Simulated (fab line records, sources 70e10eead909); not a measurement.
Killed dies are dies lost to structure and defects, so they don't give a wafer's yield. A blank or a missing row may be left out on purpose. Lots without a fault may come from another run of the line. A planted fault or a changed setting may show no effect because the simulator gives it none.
Problem report in the 8D (eight disciplines) form, filled by code | flow nand_harc | the parts of the form that need people (team, actions taken, sign-off) are left out

1. THE PROBLEM
oes_product_au at NHARC_P_GATE_ETCH_114 reads a mean of 0.933 a.u. on 1 wafer of 1 lot; wafers without a fault read 0.997 a.u. with a standard deviation of 0.0082. That is -7.8 standard deviations from the usual mean.
The step: etches the open film in CF4/O2, target depth 30 nm, overetch 3 nm, time 16.5 s.
First seen on wafer L409.6, day 13 04:00, on rie_diel-02. The record holds 39 wafers of 13 lots with a number at this step. Rule for "out", or "out of limits": more than 4 standard deviations from the usual mean. The other wafers with a number count as sound.

2. WHAT IT IS AND WHAT IT IS NOT
question                    | is                | is not
which readings at this step | oes_product_au    | cf4_flow_sccm, chamber_pressure_mTorr, drypump_motor_current_A, rf_vpp_V, showerhead_plenum_p_Torr, throttle_valve_pct
which lots                  | L409              | L389, L390, L391, L392, L394, L396, L398, L400, L401, L407, L408, L412
which wafers of those lots  | L409.6            | L409.3, L409.5
read on which tools         | rie_diel-02       | rie_diel-03, rie_diel-05
when                        | from day 13 04:00 | up to then (35 sound wafers); but 3 sound wafers of L412 came after

3. SUSPECTS, AND WHAT RULES EACH OUT
Counting: a tool at a process step up to the reading stays a suspect if it ran every lot that is out. Sound lots after the first of them don't rule it out here, since some wafers of a struck lot are sound.
- rie_diel-10 at NHARC_P_STI_ETCH_31 (etches the open film in CF4/CHF3, target depth 108.9 nm, time 54.5 s): kept. It ran the lot that is out, L409 (day 13 03:32); its last sound lot up to then is L407 (day 12 22:04). NHARC_P_STI_ETCH_31 gives no start for some lots, so the hours and the order of its lots are those of NHARC_P_GATE_OVL_MEAS_27.
- rie_diel-02 at NHARC_P_GATE_ETCH_114 (etches the open film in CF4/O2, target depth 30 nm, overetch 3 nm, time 16.5 s): kept. It ran the lot that is out, L409 (day 13 04:00); its last sound lot up to then is L407 (day 12 22:00). Its own readings are out on those wafers: oes_product_au.
- Within rie_diel-02 at NHARC_P_GATE_ETCH_114: the wafers that are out ran in chamber 0; their sound lot-mates ran in chambers 1, 3.
Left after counting: rie_diel-10 at NHARC_P_STI_ETCH_31, rie_diel-02 at NHARC_P_GATE_ETCH_114.

4. THE CAUSE (what the simulator had put in)
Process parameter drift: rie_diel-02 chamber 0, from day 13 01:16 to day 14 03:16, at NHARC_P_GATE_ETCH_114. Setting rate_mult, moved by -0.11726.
Counting left 2 suspects, and this tool is among them.

5. THE CHAIN OF EFFECTS, in route order
Each row: a reading whose mean over the struck wafers that have a number lies more than 3 standard deviations from the usual. Only readings for which the record gives a usual standard deviation are gone through. hours: the time from each lot's start at the first step in this table that gives one to its start at this step, as a median over the lots. sigmas: the change in usual standard deviations.
hours | step                  | reading        | usual      | on struck wafers | change | sigmas
0     | NHARC_P_GATE_ETCH_114 | oes_product_au | 0.997 a.u. | 0.933            | -0.064 | -7.8
The process steps in it:
- NHARC_P_GATE_ETCH_114: etches the open film in CF4/O2, target depth 30 nm, overetch 3 nm, time 16.5 s.

6. WHAT WOULD HAVE CAUGHT IT SOONER
In this record the first reading out of limits was taken at day 13 04:00, 3 hours after the fault began at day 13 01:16.
